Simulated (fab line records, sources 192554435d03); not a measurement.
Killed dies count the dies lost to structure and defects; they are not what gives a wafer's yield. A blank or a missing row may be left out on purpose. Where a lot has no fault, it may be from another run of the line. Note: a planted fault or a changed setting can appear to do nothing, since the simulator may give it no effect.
fab line records | flow n5-finfet
record lots=24 wafers=72 last-day=18
route steps=1938 shown BEOL_M2@901 BEOL_M3@946
lots with no fault: from the same line, run without faults
start-h: start of the lot's first displayed wafer, in hours after the record's first day | wait-h: time in hours since the lot's previous step | " identical to the entry in the row above | L1.1+2: several wafers, shown together as one row | - either no value or no given start | * or withheld: withheld | < > ~ a bound
route shown NAME@n: NAME is a module with steps in the file, n the number in the route of the first one | usual: mean and standard deviation over wafers with no fault | same: alike in all rows | chamber/n: place in a boat | sites: readings site by site | _std_site: their standard deviation | _edge_site: inner sites' mean taken away from outer sites' mean | radius-mm: for every site, how far away it sits from the centre of the wafer | mask NAME#n: copy n | behind: the tool/chamber that last shaped the wafer | hold: why the lot went on hold/how many hours it stayed there/how the hold came to an end | device: the transistor (n, p or np) that didn't switch | end of line: tests run on the same wafers once the route is complete | a step without rows: its recipe alone | killed: dies that structure and defects cost at the first sort, which is not the same as the wafer's yield | map: the dies of a wafer, with x for killed, . for not killed, _ for no die there
set.NAME: the setting the step ran with; set.NAME@STEP: the setting that earlier step ran with | model.NAME: the simulator's own value behind a step, which no gauge read
the route's steps for a sample of lots (tables are steps, rows are wafers)
services: from which hour (start-h, from the record's first day; less than 0 if before it) a tool's chamber was out of use, for how many hours, and why
## steps
# step N5_BEOL_M2_ALD_84
# recipe material=TaN target-thk-a=* temp-c=275 ald-precursor-family=PDMAT ald-co-reactant=NH3 pressure-torr=3 carrier-flow-sccm=1500 pulse-time-s=2 purge-time-s=3 co-reactant-purge-time-s=2 co-reactant-pulse-time-s=3 ald-cycles=30 precursor-vessel-temp-c=75 precursor-vessel-pressure-torr=26.25 precursor-vessel-carrier-sccm=1000
# usual chamber-pressure-Torr=3.001/0.0073 heater-power-outer-w=239/31 heater-power-w=422/46
# columns lot.wafer tool chamber start-h wait-h chamber-pressure-Torr heater-power-outer-w heater-power-w
L074.3 ald-metal-04 3 170.56 0.0 2.994 220 430
L074.4 " 0 " " 3.019 229 408
L074.5 " 2 " " 2.993 288 475
L075.3 ald-metal-01 1 176.63 0.0 2.997 249 445
L075.4 " 2 " " 2.994 196 360
L075.6 " 2 " " 2.996 194 355
L076.1 ald-metal-01 0 177.16 0.1 3.002 218 391
L076.2 " 3 " " 3.012 236 423
L076.5 " 0 " " 3.002 219 397
L077.1 ald-metal-03 1 178.37 0.3 2.996 286 494
L077.3 " 0 " " 2.999 255 413
L077.6 " 3 " " 2.996 197 329
L079.1 ald-metal-04 3 180.08 0.1 2.996 220 424
L079.3 " 2 " " 3.007 288 465
L079.5 " 3 " " 2.990 226 440
L080.1 ald-metal-01 0 180.31 0.0 3.000 212 400
L080.4 " 3 " " 3.007 237 423
L080.5 " 2 " " 3.001 194 348
L078.1 ald-metal-01 0 183.51 0.2 3.001 218 385
L078.4 " 2 " " 3.013 186 356
L078.5 " 1 " " 3.003 243 455
L081.1 ald-metal-01 3 186.52 0.1 3.002 236 434
L081.3 " 0 " " 3.010 211 384
L081.6 " 2 " " 3.005 197 355
L082.1 ald-metal-04 3 189.67 0.0 2.996 223 440
L082.4 " 0 " " 3.005 227 405
L082.5 " 2 " " 2.999 285 489
L084.2 ald-metal-03 2 200.41 0.1 2.990 275 478
L084.5 " 1 " " 2.996 274 484
L084.6 " 3 " " 2.999 198 333
L083.3 ald-metal-01 1 200.60 0.0 3.004 247 434
L083.5 " 0 " " 3.007 215 391
L083.6 " 3 " " 2.994 238 433
L085.2 ald-metal-01 3 206.87 0.1 3.006 246 434
L085.3 " 0 " " 2.994 217 391
L085.5 " 1 " " 2.987 244 448
L086.2 ald-metal-03 1 217.48 0.1 3.010 286 487
L086.3 " 2 " " 3.017 270 473
L086.6 " 3 " " 3.003 198 325
L087.3 ald-metal-03 2 242.19 0.0 2.999 270 472
L087.4 " 0 " " 2.992 247 407
L087.5 " 2 " " 2.994 274 487
L088.1 ald-metal-04 0 242.57 0.0 2.998 218 399
L088.2 " 3 " " 2.986 225 435
L088.3 " 2 " " 3.002 275 478
L089.1 ald-metal-04 2 247.68 0.1 3.010 283 476
L089.3 " 0 " " 2.999 224 405
L089.5 " 0 " " 3.003 223 395
L090.1 ald-metal-03 0 247.68 0.0 2.991 247 418
L090.2 " 3 " " 3.001 191 336
L090.6 " 0 " " 2.993 249 410
L091.1 ald-metal-01 0 265.05 0.1 2.998 216 391
L091.4 " 1 " " 2.999 252 435
L091.5 " 2 " " 3.004 196 364
L092.2 ald-metal-03 2 268.19 0.0 3.008 281 479
L092.4 " 1 " " 2.998 282 468
L092.6 " 0 " " 3.003 242 419
L093.2 ald-metal-01 1 268.37 0.0 2.994 250 433
L093.3 " 2 " " 2.998 198 363
L093.6 " 1 " " 2.994 251 452
L094.1 ald-metal-03 2 268.73 0.1 3.009 279 471
L094.2 " 3 " " 2.993 197 336
L094.4 " 1 " " 2.997 285 481
L095.4 ald-metal-04 2 275.44 0.1 2.996 287 477
L095.5 " 1 " " 2.996 277 450
L095.6 " 0 " " 3.006 226 400
L097.2 ald-metal-01 2 279.43 0.0 3.003 195 359
L097.3 " 3 " " 2.998 236 438
L097.6 " 1 " " 3.002 245 447
L096.1 ald-metal-01 3 280.00 0.1 3.004 243 439
L096.3 " 0 " " 3.017 217 383
L096.5 " 2 " " 2.986 201 358
# step N5_BEOL_M2_SPUTTER_79
# recipe material=Cu target-thk-a=45 temp-c=-20 chamber-pressure-pa=0.07 power-w=withheld time-s=8.29
# usual throttle-valve-pct=30.2/1.5
# columns lot.wafer tool chamber start-h wait-h throttle-valve-pct
L074.3 pvd-sputter-01 - 171.32 0.1 31.2
L074.4 " - " " 30.7
L074.5 " - " " 29.4
L075.3 pvd-sputter-03 - 177.59 0.1 33.7
L075.4 " - " " 30.1
L075.6 " - " " 33.5
L076.1 pvd-sputter-01 - 178.34 0.1 28.6
L076.2 " - " " 30.4
L076.5 " - " " 29.6
L077.1 pvd-sputter-03 - 179.53 0.1 27.5
L077.3 " - " " 33.6
L077.6 " - " " 27.4
L079.1 pvd-sputter-02 - 180.86 0.1 31.3
L079.3 " - " " 30.7
L079.5 " - " " 29.8
L080.1 pvd-sputter-01 - 181.10 0.1 31.1
L080.4 " - " " 29.8
L080.5 " - " " 30.6
L078.1 pvd-sputter-03 - 185.99 0.1 29.3
L078.4 " - " " 29.8
L078.5 " - " " 30.0
L081.1 pvd-sputter-03 - 187.83 0.1 33.7
L081.3 " - " " 30.2
L081.6 " - " " 33.6
L082.1 pvd-sputter-03 - 190.52 0.1 27.0
L082.4 " - " " 29.4
L082.5 " - " " 27.4
L084.2 pvd-sputter-02 - 201.44 0.1 29.7
L084.5 " - " " 30.7
L084.6 " - " " 31.2
L083.3 pvd-sputter-03 - 201.63 0.1 27.5
L083.5 " - " " 27.2
L083.6 " - " " 33.7
L085.2 pvd-sputter-01 - 207.67 0.1 30.7
L085.3 " - " " 29.5
L085.5 " - " " 30.6
L086.2 pvd-sputter-01 - 218.18 0.1 28.9
L086.3 " - " " 29.6
L086.6 " - " " 30.8
L087.3 pvd-sputter-02 - 242.94 0.1 30.8
L087.4 " - " " 30.7
L087.5 " - " " 30.7
L088.1 pvd-sputter-01 - 243.33 0.1 30.7
L088.2 " - " " 29.7
L088.3 " - " " 31.2
L089.1 pvd-sputter-01 - 248.35 0.1 31.2
L089.3 " - " " 30.5
L089.5 " - " " 31.0
L090.1 pvd-sputter-02 - 248.42 0.1 31.0
L090.2 " - " " 29.5
L090.6 " - " " 30.8
L091.1 pvd-sputter-03 - 265.78 0.1 30.1
L091.4 " - " " 27.4
L091.5 " - " " 33.5
L092.2 pvd-sputter-02 - 269.14 0.1 31.0
L092.4 " - " " 30.1
L092.6 " - " " 30.4
L093.2 pvd-sputter-03 - 269.27 0.1 29.7
L093.3 " - " " 29.8
L093.6 " - " " 29.6
L094.1 pvd-sputter-01 - 269.63 0.1 31.4
L094.2 " - " " 29.1
L094.4 " - " " 30.5
L095.4 pvd-sputter-03 - 276.38 0.1 30.0
L095.5 " - " " 33.7
L095.6 " - " " 30.0
L097.2 pvd-sputter-02 - 280.19 0.1 29.5
L097.3 " - " " 30.8
L097.6 " - " " 29.4
L096.1 pvd-sputter-03 - 280.90 0.1 33.4
L096.3 " - " " 30.0
L096.5 " - " " 29.4
# step N5_BEOL_M2_PRE_CLEAN_60
# recipe gas=NH3/H2 time-s=15 temp-c=* rf-power-w=300
# usual heater-power-outer-w=19/8.6 heater-power-w=83/7
# columns lot.wafer tool chamber start-h wait-h heater-power-outer-w heater-power-w
L074.3 cvd-co-02 1 173.68 0.0 30 90
L074.4 " 1 " " 30 91
L074.5 " 0 " " 9 72
L075.3 cvd-co-01 0 179.97 0.0 18 94
L075.4 " 2 " " 12 76
L075.6 " 1 " " 31 83
L076.1 cvd-co-02 0 180.71 0.0 9 74
L076.2 " 1 " " 30 88
L076.5 " 2 " " 13 82
L077.1 cvd-co-01 2 181.89 0.0 13 74
L077.3 " 0 " " 17 93
L077.6 " 0 " " 18 96
L079.1 cvd-co-02 0 183.23 0.0 9 74
L079.3 " 1 " " 30 87
L079.5 " 2 " " 13 83
L080.1 cvd-co-01 0 183.46 0.0 17 92
L080.4 " 0 " " 18 96
L080.5 " 1 " " 31 84
L078.1 cvd-co-01 1 188.35 0.0 31 82
L078.4 " 0 " " 17 94
L078.5 " 2 " " 12 77
L081.1 cvd-co-01 0 190.57 0.1 17 95
L081.3 " 1 " " 32 85
L081.6 " 0 " " 17 91
L082.1 cvd-co-01 1 193.02 0.0 31 83
L082.4 " 2 " " 13 75
L082.5 " 1 " " 31 84
L084.2 cvd-co-02 0 204.45 0.0 9 73
L084.5 " 1 " " 30 89
L084.6 " 2 " " 13 82
L083.3 cvd-co-01 0 204.54 0.0 18 93
L083.5 " 1 " " 31 84
L083.6 " 2 " " 13 75
L085.2 cvd-co-02 1 210.05 0.0 31 89
L085.3 " 2 " " 14 82
L085.5 " 0 " " 9 75
L086.2 cvd-co-01 1 221.67 0.0 31 85
L086.3 " 2 " " 13 75
L086.6 " 0 " " 18 92
L087.3 cvd-co-02 0 246.16 0.0 9 74
L087.4 " 1 " " 30 89
L087.5 " 0 " " 9 75
L088.1 cvd-co-01 0 246.55 0.0 18 91
L088.2 " 1 " " 32 84
L088.3 " 2 " " 13 75
L089.1 cvd-co-01 2 250.75 0.0 13 75
L089.3 " 0 " " 18 94
L089.5 " 0 " " 18 93
L090.1 cvd-co-02 0 251.20 0.0 9 75
L090.2 " 2 " " 14 84
L090.6 " 0 " " 10 77
L091.1 cvd-co-02 0 268.40 0.0 9 76
L091.4 " 1 " " 30 89
L091.5 " 0 " " 9 76
L092.2 cvd-co-02 0 271.68 0.0 10 76
L092.4 " 0 " " 9 74
L092.6 " 2 " " 14 82
L093.2 cvd-co-02 0 271.91 0.0 9 74
L093.3 " 2 " " 13 85
L093.6 " 2 " " 14 85
L094.1 cvd-co-01 0 272.15 0.1 18 95
L094.2 " 1 " " 31 87
L094.4 " 0 " " 18 93
L095.4 cvd-co-02 2 278.76 0.1 14 84
L095.5 " 0 " " 10 75
L095.6 " 1 " " 30 87
L097.2 cvd-co-02 2 282.56 0.0 13 84
L097.3 " 1 " " 30 89
L097.6 " 1 " " 30 89
L096.1 cvd-co-02 2 283.45 0.0 14 84
L096.3 " 0 " " 9 76
L096.5 " 0 " " 10 77
# step N5_BEOL_M2_INSPECT_59
# recipe inspect-instrument=darkfield mode=post-dep
# usual raw-defect-count=69/25
# columns lot.wafer tool chamber start-h wait-h raw-defect-count
L074.3 defect-inspect-02 - 173.94 0.0 52
L074.4 " - " " 54
L074.5 " - " " 59
L075.3 defect-inspect-02 - 180.22 0.0 133
L075.4 " - " " 86
L075.6 " - " " 106
L076.1 defect-inspect-02 - 180.97 0.0 58
L076.2 " - " " 71
L076.5 " - " " 75
L077.1 defect-inspect-02 - 182.14 0.0 33
L077.3 " - " " 49
L077.6 " - " " 53
L079.1 defect-inspect-02 - 183.48 0.0 70
L079.3 " - " " 47
L079.5 " - " " 58
L080.1 defect-inspect-01 - 183.71 0.0 73
L080.4 " - " " 97
L080.5 " - " " 94
L078.1 defect-inspect-01 - 188.60 0.0 92
L078.4 " - " " 81
L078.5 " - " " 92
L081.1 defect-inspect-01 - 190.82 0.0 73
L081.3 " - " " 49
L081.6 " - " " 46
L082.1 defect-inspect-01 - 193.27 0.0 115
L082.4 " - " " 74
L082.5 " - " " 49
L084.2 defect-inspect-01 - 204.70 0.0 72
L084.5 " - " " 54
L084.6 " - " " 97
L083.3 defect-inspect-02 - 204.79 0.0 68
L083.5 " - " " 92
L083.6 " - " " 121
L085.2 defect-inspect-01 - 210.30 0.0 78
L085.3 " - " " 45
L085.5 " - " " 42
L086.2 defect-inspect-01 - 221.92 0.0 63
L086.3 " - " " 60
L086.6 " - " " 53
L087.3 defect-inspect-01 - 246.41 0.0 43
L087.4 " - " " 67
L087.5 " - " " 60
L088.1 defect-inspect-02 - 246.80 0.0 65
L088.2 " - " " 84
L088.3 " - " " 38
L089.1 defect-inspect-02 - 251.00 0.0 74
L089.3 " - " " 61
L089.5 " - " " 60
L090.1 defect-inspect-01 - 251.45 0.0 47
L090.2 " - " " 84
L090.6 " - " " 58
L091.1 defect-inspect-01 - 268.65 0.0 80
L091.4 " - " " 49
L091.5 " - " " 98
L092.2 defect-inspect-01 - 271.93 0.0 82
L092.4 " - " " 69
L092.6 " - " " 70
L093.2 defect-inspect-02 - 272.16 0.0 41
L093.3 " - " " 40
L093.6 " - " " 78
L094.1 defect-inspect-02 - 272.40 0.0 69
L094.2 " - " " 64
L094.4 " - " " 92
L095.4 defect-inspect-02 - 278.99 0.0 43
L095.5 " - " " 36
L095.6 " - " " 35
L097.2 defect-inspect-01 - 282.83 0.0 84
L097.3 " - " " 90
L097.6 " - " " 72
L096.1 defect-inspect-01 - 283.70 0.0 42
L096.3 " - " " 71
L096.5 " - " " 38
# step N5_BEOL_M3_INSPECT_13
# recipe mode=adi inspect-instrument=brightfield
# usual raw-defect-count=424/97
# columns lot.wafer tool chamber start-h wait-h raw-defect-count
L074.3 defect-inspect-01 - 176.65 0.0 443
L074.4 " - " " 388
L074.5 " - " " 346
L075.3 defect-inspect-02 - 181.01 0.0 692
L075.4 " - " " 540
L075.6 " - " " 547
L076.1 defect-inspect-02 - 183.59 0.1 338
L076.2 " - " " 354
L076.5 " - " " 488
L077.1 defect-inspect-01 - 183.75 0.1 236
L077.3 " - " " 311
L077.6 " - " " 456
L079.1 defect-inspect-02 - 184.28 0.1 351
L079.3 " - " " 278
L079.5 " - " " 520
L080.1 defect-inspect-01 - 184.51 0.1 321
L080.4 " - " " 462
L080.5 " - " " 530
L078.1 defect-inspect-01 - 189.97 0.1 496
L078.4 " - " " 353
L078.5 " - " " 556
L081.1 defect-inspect-01 - 193.27 0.1 383
L081.3 " - " " 437
L081.6 " - " " 460
L082.1 defect-inspect-01 - 194.07 0.1 503
L082.4 " - " " 412
L082.5 " - " " 415
L084.2 defect-inspect-02 - 206.97 0.0 802
L084.5 " - " " 673
L084.6 " - " " 618
L083.3 defect-inspect-02 - 207.14 0.0 313
L083.5 " - " " 353
L083.6 " - " " 375
L085.2 defect-inspect-02 - 212.33 0.0 453
L085.3 " - " " 373
L085.5 " - " " 410
L086.2 defect-inspect-02 - 224.64 0.0 396
L086.3 " - " " 348
L086.6 " - " " 389
L087.3 defect-inspect-01 - 248.07 0.0 335
L087.4 " - " " 450
L087.5 " - " " 451
L088.1 defect-inspect-02 - 248.10 0.1 411
L088.2 " - " " 389
L088.3 " - " " 404
L089.1 defect-inspect-02 - 253.52 0.1 453
L089.3 " - " " 423
L089.5 " - " " 505
L090.1 defect-inspect-01 - 253.74 0.1 328
L090.2 " - " " 374
L090.6 " - " " 295
L091.1 defect-inspect-02 - 269.45 0.1 356
L091.4 " - " " 432
L091.5 " - " " 369
L092.2 defect-inspect-02 - 274.75 0.0 629
L092.4 " - " " 426
L092.6 " - " " 357
L093.2 defect-inspect-01 - 274.84 0.0 304
L093.3 " - " " 355
L093.6 " - " " 511
L094.1 defect-inspect-01 - 275.05 0.1 370
L094.2 " - " " 395
L094.4 " - " " 405
L095.4 defect-inspect-01 - 280.23 0.0 276
L095.5 " - " " 295
L095.6 " - " " 500
L097.2 defect-inspect-01 - 284.75 0.0 466
L097.3 " - " " 392
L097.6 " - " " 406
L096.1 defect-inspect-02 - 285.20 0.1 272
L096.3 " - " " 349
L096.5 " - " " 357
# step N5_BEOL_M3_STRIP_66
# recipe chemistry=CF4 resist=SiARC power-w=300 bias-power-w=75 pressure-mtorr=50 cf4-flow-sccm=150 rf-frequency-hz=6e+07
# usual drypump-motor-current-A=5.6/0.32 oes-product-au=0.77/0.096 rf-vpp-V=271.0/1.5 showerhead-plenum-p-Torr=1.79/0.058 throttle-valve-pct=13.61/0.26
# columns lot.wafer tool chamber start-h wait-h drypump-motor-current-A oes-product-au rf-hours-counter-h rf-vpp-V showerhead-plenum-p-Torr throttle-valve-pct
L074.3 rie-diel-04 0 176.89 0.0 5.7 0.72 185 269.7 1.77 13.90
L074.4 " 1 " " 5.9 0.72 171 272.8 1.87 13.58
L074.5 " 1 " " 5.9 0.72 - 273.6 1.86 13.57
L075.3 rie-diel-05 2 181.25 0.0 5.9 0.73 160 271.0 1.78 13.43
L075.4 " 3 " " 6.3 0.94 6 272.6 1.90 13.48
L075.6 " 2 " " 5.9 0.73 - 271.7 1.78 13.44
L076.1 rie-diel-05 3 183.83 0.0 6.3 0.95 6 274.7 1.90 13.47
L076.2 " 1 " " 5.1 0.84 43 272.0 1.84 13.41
L076.5 " 0 " " 5.3 0.72 - 271.0 1.78 13.59
L077.1 rie-diel-04 2 184.04 0.0 5.7 0.68 248 269.7 1.77 13.70
L077.3 " 3 " " 5.5 0.70 221 268.7 1.71 13.99
L077.6 " 1 " " 5.9 0.72 - 271.4 1.86 13.58
L079.1 rie-diel-04 1 184.52 0.0 5.9 0.72 173 272.1 1.86 13.59
L079.3 " 2 " " 5.7 0.68 248 270.2 1.77 13.69
L079.5 " 2 " " 5.7 0.68 - 271.6 1.77 13.70
L080.1 rie-diel-04 2 184.75 0.0 5.8 0.67 248 271.9 1.77 13.69
L080.4 " 3 " " 5.5 0.70 221 268.8 1.71 13.98
L080.5 " 0 " " 5.7 0.72 - 271.2 1.77 13.90
L078.1 rie-diel-05 1 190.40 0.0 5.1 0.84 45 270.9 1.84 13.43
L078.4 " 0 " " 5.3 0.72 178 271.5 1.78 13.60
L078.5 " 3 " " 6.3 0.93 - 273.2 1.90 13.49
L081.1 rie-diel-05 0 193.51 0.0 5.3 0.72 179 269.9 1.78 13.59
L081.3 " 1 " " 5.1 0.84 46 272.0 1.84 13.41
L081.6 " 0 " " 5.3 0.72 - 271.3 1.78 13.60
L082.1 rie-diel-05 3 194.34 0.0 6.3 0.93 9 272.5 1.90 13.48
L082.4 " 0 " " 5.4 0.71 179 270.2 1.78 13.59
L082.5 " 3 " " 6.3 0.94 - 272.3 1.90 13.48
L084.2 rie-diel-02 1 207.21 0.0 5.8 0.66 244 272.7 1.83 13.65
L084.5 " 3 " " 5.4 0.96 - 270.7 1.76 13.45
L084.6 " 1 " " 5.8 0.66 - 273.2 1.83 13.66
L083.3 rie-diel-02 3 207.44 0.0 5.5 0.95 0 268.5 1.76 13.43
L083.5 " 1 " " 5.9 0.67 - 272.2 1.83 13.63
L083.6 " 0 " " 5.3 0.72 - 269.8 1.73 13.81
L085.2 rie-diel-04 3 212.57 0.0 5.5 0.70 228 269.9 1.71 14.00
L085.3 " 2 " " 5.7 0.95 1 270.8 1.76 13.13
L085.5 " 3 " " 5.5 0.69 - 269.7 1.71 14.02
L086.2 rie-diel-04 0 224.88 0.0 5.7 0.71 197 271.0 1.77 13.94
L086.3 " 3 " " 5.5 0.70 231 268.3 1.71 14.01
L086.6 " 3 " " 5.5 0.69 - 269.1 1.71 14.01
L087.3 rie-diel-05 3 248.31 0.0 6.3 0.91 17 273.6 1.90 13.50
L087.4 " 2 " " 5.9 0.71 171 271.2 1.78 13.44
L087.5 " 2 " " 5.8 0.71 - 270.8 1.78 13.46
L088.1 rie-diel-02 3 248.34 0.0 5.5 0.89 11 270.9 1.75 13.47
L088.2 " 0 " " 5.3 0.71 201 269.7 1.73 13.84
L088.3 " 2 " " 5.6 0.94 6 272.5 1.83 13.12
L089.1 rie-diel-05 0 253.76 0.0 5.3 0.72 189 271.1 1.78 13.63
L089.3 " 3 " " 6.3 0.91 18 273.3 1.90 13.50
L089.5 " 1 " " 5.1 0.82 - 272.4 1.84 13.44
L090.1 rie-diel-04 3 253.98 0.0 5.5 0.69 238 268.9 1.70 14.00
L090.2 " 0 " " 5.7 0.70 205 270.9 1.77 13.96
L090.6 " 0 " " 5.7 0.71 - 269.9 1.77 13.95
L091.1 rie-diel-05 2 269.69 0.0 5.9 0.71 176 270.5 1.78 13.46
L091.4 " 3 " " 6.3 0.91 22 273.9 1.90 13.52
L091.5 " 1 " " 5.1 0.82 - 269.7 1.84 13.44
L092.2 rie-diel-04 0 274.99 0.0 5.7 0.70 209 271.3 1.77 13.96
L092.4 " 1 " " 5.9 0.70 195 272.0 1.86 13.63
L092.6 " 1 " " 5.9 0.70 - 272.7 1.86 13.64
L093.2 rie-diel-04 3 275.29 0.0 5.5 0.69 242 269.5 1.70 14.01
L093.3 " 2 " " 5.8 0.91 13 271.0 1.76 13.17
L093.6 " 0 " " 5.7 0.70 - 269.8 1.77 13.96
L094.1 rie-diel-02 1 275.29 0.0 5.8 0.92 5 272.6 1.82 13.07
L094.2 " 0 " " 5.3 0.70 208 269.1 1.72 13.83
L094.4 " 2 " " 5.7 0.92 - 272.2 1.83 13.15
L095.4 rie-diel-04 1 280.64 0.0 5.9 0.70 197 272.1 1.86 13.63
L095.5 " 3 " " 5.5 0.69 - 270.1 1.70 14.03
L095.6 " 2 " " 5.8 0.90 - 270.9 1.76 13.17
L097.2 rie-diel-05 1 284.99 0.0 5.1 0.81 64 272.0 1.84 13.44
L097.3 " 0 " " 5.3 0.71 197 270.7 1.78 13.63
L097.6 " 2 " " 5.9 0.71 - 270.4 1.77 13.47
L096.1 rie-diel-04 0 285.44 0.0 5.7 0.70 213 270.9 1.77 13.97
L096.3 " 3 " " 5.5 0.68 246 266.3 1.70 14.04
L096.5 " 2 " " 5.7 0.90 - 270.2 1.76 13.18
## services
# columns tool chamber start-h hours kind
rie-diel-05 3 150.30 - clean
rie-diel-05 3 150.30 - consumable-replace:focus-ring
rie-diel-05 3 150.30 - consumable-replace:showerhead
rie-diel-05 3 150.30 14.0 scheduled-down
rie-diel-05 3 150.30 14.0 vent-cycle
rie-diel-02 3 158.29 9.1 repair
pvd-sputter-02 - 159.51 2.8 repair
cvd-co-01 - 171.18 6.9 pm
rie-diel-02 3 186.90 - clean
rie-diel-02 1 189.70 2.6 repair
ald-metal-03 0 192.97 25.3 repair
rie-diel-04 2 193.49 - clean
rie-diel-04 2 193.49 - consumable-replace:focus-ring
rie-diel-04 2 193.49 13.0 scheduled-down
rie-diel-04 2 193.49 13.0 vent-cycle
pvd-sputter-02 - 207.13 4.6 repair
rie-diel-04 0 207.73 1.7 repair
ald-metal-04 2 218.00 7.0 repair
pvd-sputter-03 - 239.40 1.2 repair
rie-diel-04 2 240.24 10.5 repair
cvd-co-01 - 254.93 1.0 repair
rie-diel-02 - 257.01 2.8 pm
rie-diel-02 3 261.30 17.6 repair
ald-metal-04 - 284.19 6.0 pm
## key
fault none
